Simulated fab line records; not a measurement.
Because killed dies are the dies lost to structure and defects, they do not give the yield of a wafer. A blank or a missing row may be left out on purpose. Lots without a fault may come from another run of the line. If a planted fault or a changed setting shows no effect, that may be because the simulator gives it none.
Split-lot trial + flow n5Finfet + 21 wafers read from 7 lots, route of 1938 steps

## SPLIT DETAILS
At N5_BEOL_M14_ETCH_68 (etches SOC in N2/H2, time 450 s), the setting timeS was moved away from the recipe's 450 s on 7 of the 21 wafers read, by -21.4% to +18.2%. The other wafers ran this setting at the recipe's value.

Reading taken at the split's own step.

## THE READING
SiARC_of_BEOL_M14_COAT_66.thkNm (the simulator's own value, which no gauge read), in nm, at N5_BEOL_M14_ETCH_68 (etches SOC in N2/H2, time 450 s). The file does not state a usual value for it. The 14 wafers here that ran the recipe average 65.5 nm, standard deviation 0.61 nm.

| wafer  | tool, chamber at the split | timeS as run, s | against the recipe | SiARC_of_BEOL_M14_COAT_66.thkNm, nm | against lot-mates on the recipe |
|--------|----------------------------|-----------------|--------------------|-------------------------------------|---------------------------------|
| L076.2 | rieDiel-06, 1              | 450             | recipe             | 65                                  | -                               |
| L076.4 | rieDiel-06, 2              | 531.7           | +18.2%             | 56.8                                | -8.2                            |
| L076.6 | rieDiel-06, 3              | 531.7           | +18.2%             | 57.4                                | -7.6                            |
| L078.1 | rieDiel-06, 2,1            | 450             | recipe             | 65.6                                | -                               |
| L078.3 | rieDiel-06, 2,1            | 450             | recipe             | 65.6                                | -                               |
| L078.5 | rieDiel-06, 3              | 353.7           | -21.4%             | 76                                  | +10.4                           |
| L077.2 | rieDiel-06, 3              | 450             | recipe             | 65.8                                | -                               |
| L077.3 | rieDiel-06, 0              | 450             | recipe             | 65.6                                | -                               |
| L077.5 | rieDiel-06, 2              | 515.6           | +14.6%             | 58.8                                | -6.9                            |
| L079.3 | rieDiel-06, 3              | 450             | recipe             | 66.2                                | -                               |
| L079.4 | rieDiel-06, 1              | 450             | recipe             | 66.4                                | -                               |
| L079.6 | rieDiel-06, 0              | 450             | recipe             | 65.8                                | -                               |
| L083.2 | rieDiel-05, 2              | 450             | recipe             | 64                                  | -                               |
| L083.3 | rieDiel-05, 0              | 450             | recipe             | 64.6                                | -                               |
| L083.6 | rieDiel-05, 1              | 389.6           | -13.4%             | 72.6                                | +8.3                            |
| L093.2 | rieDiel-05, 2              | 450             | recipe             | 65.2                                | -                               |
| L093.4 | rieDiel-05, 0              | 355.6           | -21.0%             | 74.6                                | +9.0                            |
| L093.6 | rieDiel-05, 3              | 450             | recipe             | 66                                  | -                               |
| L096.2 | rieDiel-06, 2              | 450             | recipe             | 65.8                                | -                               |
| L096.3 | rieDiel-06, 1              | 483.8           | +7.5%              | 62.6                                | -3.1                            |
| L096.6 | rieDiel-06, 0              | 450             | recipe             | 65.6                                | -                               |
When a row names more than one chamber, that row covers several wafers, and the file does not tell which wafer ran in which chamber.

FIT RESULTS
A straight line over all 21 wafers: SiARC_of_BEOL_M14_COAT_66.thkNm changes by -0.466 nm for each +1% of timeS; r = -0.99; the points scatter about the line by 0.61 nm.
The same after taking each lot's own level away (the mean of its wafers on the recipe; 21 wafers): -0.465 nm for each +1%; r = -0.99; scatter 0.57 nm.
Per that fit: largest timeS move, reading shift of 10 nm.
The span of the lots' own levels, 64.30 to 66.13 nm, comes to 3.0 times the standard deviation stated above.
The two slopes agree, so the slope changes little with the lot-to-lot level.
Check: for one of the wafers moved furthest among these (-21.4%), held out of the fit, the line's prediction against its lot-mates is +10 nm. It came out at +10.4 nm against them.

## OTHER SPLITS ON THESE WAFERS
Before the reading, these wafers also passed through other splits. Each is held against what the fit with the lots' levels taken away leaves over:
| other split on the same wafers   | wafers away from the commonest value | r with SiARC_of_BEOL_M14_COAT_66.thkNm (lot level and that fit taken away) |
|----------------------------------|--------------------------------------|----------------------------------------------------------------------------|
| N5_BEOL_M11_TRENCH_ETCH_37 timeS | 2                                    | -0.12                                                                      |
| N5_BEOL_M11_ALD_74 aldCycles     | 8                                    | -0.05                                                                      |
| N5_BEOL_M12_COAT_22 spinRpm      | 4                                    | +0.00                                                                      |
| N5_BEOL_M14_ILD_DEP_00 timeS     | 3                                    | -0.12                                                                      |
| N5_BEOL_M14_EXPOSE_07 doseMj     | 10                                   | +0.02                                                                      |

## FILE'S OWN FIT
SiARC_of_BEOL_M14_COAT_66.thkNm changes by -0.471 nm for each +1% of timeS, r = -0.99.
